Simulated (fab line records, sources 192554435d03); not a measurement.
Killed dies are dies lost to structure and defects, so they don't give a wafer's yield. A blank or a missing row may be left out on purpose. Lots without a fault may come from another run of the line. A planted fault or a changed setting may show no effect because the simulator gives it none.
Problem report in the 8D (eight disciplines) form, filled by code | flow n5_finfet | the parts of the form that need people (team, actions taken, sign-off) are left out

1. THE PROBLEM
barrier_field_endpoint_s at N5_BEOL_M6_CMP_52 reads a mean of 37.2 s on 4 wafers of 3 lots; wafers without a fault read 28.7 s with a standard deviation of 0.61. That is +14 standard deviations from the usual mean.
The step: polishes, stops on SiCOH lowk, t overpolish 6.9 s, target thk 80 nm.
First seen on wafer L847.3, day 9 19:49, on cmp-02. The record holds 30 wafers of 11 lots with a number at this step. Rule for "out", or "out of limits": more than 4 standard deviations from the usual mean. The other wafers with a number count as sound.

2. WHAT IT IS AND WHAT IT IS NOT
question                    | is                             | is not
which readings at this step | barrier_field_endpoint_s       | motor_current_A
which lots                  | L847, L849, L852               | L841, L854, L856, L857, L859, L860, L861, L864
which wafers of those lots  | L847.3, L849.3, L852.3, L852.6 | L847.5, L849.5
read on which tools         | cmp-02, cmp-04                 | cmp-03
when                        | from day 9 19:49               | up to then (4 sound wafers); but 22 sound wafers of L849, L854, L856, L857, L859, L860, L861, L864 came after

3. SUSPECTS, AND WHAT RULES EACH OUT
Counting: a tool at a process step up to the reading stays a suspect if it ran every lot that is out. Sound lots after the first of them don't rule it out here, since some wafers of a struck lot are sound.
- pecvd-01 at N5_BEOL_M6_PECVD_70 (deposits SiO2 from TEOS/O2, target thk 20 nm, time 22.7 s): kept. It ran every lot that is out, first L847 (day 9 13:27); its last sound lot up to then is L841 (day 8 11:12).
Left after counting: pecvd-01 at N5_BEOL_M6_PECVD_70.

4. THE CAUSE (what the simulator had put in)
Process parameter drift: pecvd-01, from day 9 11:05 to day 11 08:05, at N5_BEOL_M6_PECVD_70. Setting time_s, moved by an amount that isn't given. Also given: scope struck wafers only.
Counting left only this tool.

5. THE CHAIN OF EFFECTS, in route order
Each row: a reading whose mean over the struck wafers that have a number lies more than 3 standard deviations from the usual. Only readings for which the record gives a usual standard deviation are gone through. hours: the time from each lot's start at the first step in this table that gives one to its start at this step, as a median over the lots. sigmas: the change in usual standard deviations.
hours | step              | reading                  | usual  | on struck wafers | change | sigmas
0     | N5_BEOL_M6_CMP_52 | barrier_field_endpoint_s | 28.7 s | 37.2             | +8.5   | +14
The process steps in it:
- N5_BEOL_M6_CMP_52: polishes, stops on SiCOH lowk, t overpolish 6.9 s, target thk 80 nm.
Later measuring or inspecting steps at which every struck wafer that the step has a row for has a number for every such reading, and none has moved that far: N5_BEOL_M6_THK_MEAS_53.

6. WHAT WOULD HAVE CAUGHT IT SOONER
In this record the first reading out of limits was taken at day 9 19:49, 9 hours after the fault began at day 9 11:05.
Of the tool readings at N5_BEOL_M6_PECVD_70 for which the record gives a usual standard deviation, none was out on any struck wafer, so an alarm limit of 4 standard deviations on them would not have fired.
Of the lots that are out (3), L849, L852 began N5_BEOL_M6_PECVD_70 on pecvd-01 after day 9 19:49. A hold on the tool at that time would have spared those 2.
